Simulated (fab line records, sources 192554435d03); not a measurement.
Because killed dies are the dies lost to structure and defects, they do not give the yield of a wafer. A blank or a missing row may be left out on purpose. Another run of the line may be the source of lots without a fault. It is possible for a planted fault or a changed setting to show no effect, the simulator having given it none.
Split-lot study    flow n5Finfet    7 lots, 39 wafers read, on a route of 1938 steps

SPLIT DETAILS
At N5_DUMMY_GATE_EXPOSE_12 (exposes mask GATE, target cd 25 nm), the setting doseMj was moved away from the recipe's 34 on 15 of the 39 wafers read, by -4.3% to +7.1%. All remaining wafers had this setting at the recipe value.

FROM THE SPLIT TO THE READING: what the file shows between them, 2 steps
- N5_DUMMY_GATE_PEB_13: peb time 60 s
- N5_DUMMY_GATE_DEVELOP_14: develop time 30 s

THE READING
Shown in nm: cdNm at N5_DUMMY_GATE_CD_MEAS_15, with target cd 25.8 nm. A value of 25.07 nm with a standard deviation of 0.24 nm is what fault-free wafers of this fab line usually give.

wafer   tool, chamber at the split  doseMj as run  against the recipe  cdNm, nm  against lot-mates on the recipe
L075.1  euvScanner-01, 0            34             recipe              25.01     -
L075.2  euvScanner-01, 0            34             recipe              25.27     -
L075.3  euvScanner-01, 0            35.69          +5.0%               24.16     -0.95
L075.4  euvScanner-01, 0            35.69          +5.0%               24.21     -0.90
L075.5  euvScanner-01, 0            34             recipe              25.04     -
L075.6  euvScanner-01, 0            35.69          +5.0%               24.01     -1.10
L079.1  euvScanner-02, 0            34             recipe              24.85     -
L079.2  euvScanner-02, 0            34             recipe              25.23     -
L079.3  euvScanner-02, 0            36.42          +7.1%               24.12     -0.94
L079.4  euvScanner-02, 0            36.42          +7.1%               23.47     -1.59
L079.5  euvScanner-02, 0            34             recipe              25.10     -
L079.6  euvScanner-02, 0            36.42          +7.1%               24.00     -1.06
L082.1  euvScanner-01, 0            34             recipe              25.14     -
L082.4  euvScanner-01, 0            34             recipe              25.38     -
L082.6  euvScanner-01, 0            34             recipe              25.27     -
L085.1  euvScanner-02, 0            32.55          -4.3%               26.05     +0.74
L085.2  euvScanner-02, 0            32.55          -4.3%               25.71     +0.40
L085.3  euvScanner-02, 0            34             recipe              25.08     -
L085.4  euvScanner-02, 0            32.55          -4.3%               26.04     +0.73
L085.5  euvScanner-02, 0            34             recipe              25.53     -
L085.6  euvScanner-02, 0            34             recipe              25.33     -
L088.1  euvScanner-02, 0            34.87          +2.6%               24.43     -0.43
L088.2  euvScanner-02, 0            34.87          +2.6%               24.75     -0.11
L088.3  euvScanner-02, 0            34             recipe              24.72     -
L088.4  euvScanner-02, 0            34.87          +2.6%               24.82     -0.04
L088.5  euvScanner-02, 0            34             recipe              24.86     -
L088.6  euvScanner-02, 0            34             recipe              25.00     -
L091.1  euvScanner-02, 0            34.68          +2.0%               24.58     -0.51
L091.2  euvScanner-02, 0            34             recipe              25.63     -
L091.3  euvScanner-02, 0            34.68          +2.0%               24.74     -0.35
L091.4  euvScanner-02, 0            34.68          +2.0%               25.03     -0.06
L091.5  euvScanner-02, 0            34             recipe              24.92     -
L091.6  euvScanner-02, 0            34             recipe              24.71     -
L096.1  euvScanner-02, 0            34             recipe              24.95     -
L096.2  euvScanner-02, 0            34             recipe              25.43     -
L096.3  euvScanner-02, 0            34             recipe              25.26     -
L096.4  euvScanner-02, 0            34             recipe              25.32     -
L096.5  euvScanner-02, 0            34             recipe              25.12     -
L096.6  euvScanner-02, 0            34             recipe              25.08     -

THE FIT
A straight line over all 39 wafers: cdNm changes by -0.186 nm for each +1% of doseMj; r = -0.91; the points scatter about the line by 0.23 nm.
The same after taking each lot's own level away (the mean of its wafers on the recipe; 39 wafers): -0.164 nm for each +1%; r = -0.90; scatter 0.21 nm.
Per that fit: largest doseMj move, reading shift of 1.2 nm.
The span of the lots' own levels, 24.860 to 25.313 nm, comes to 1.9 times the standard deviation stated above.
Hence the slope depends on the lot-to-lot level, as the two fits are not the same.
Check: for one of the wafers moved furthest among these (+7.1%), held out of the fit, the line's prediction against its lot-mates is -1.22 nm. Against them it came out at -0.94 nm.

FILE'S OWN FIT
cdNm changes by -0.164 nm for each +1% of doseMj, r = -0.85.
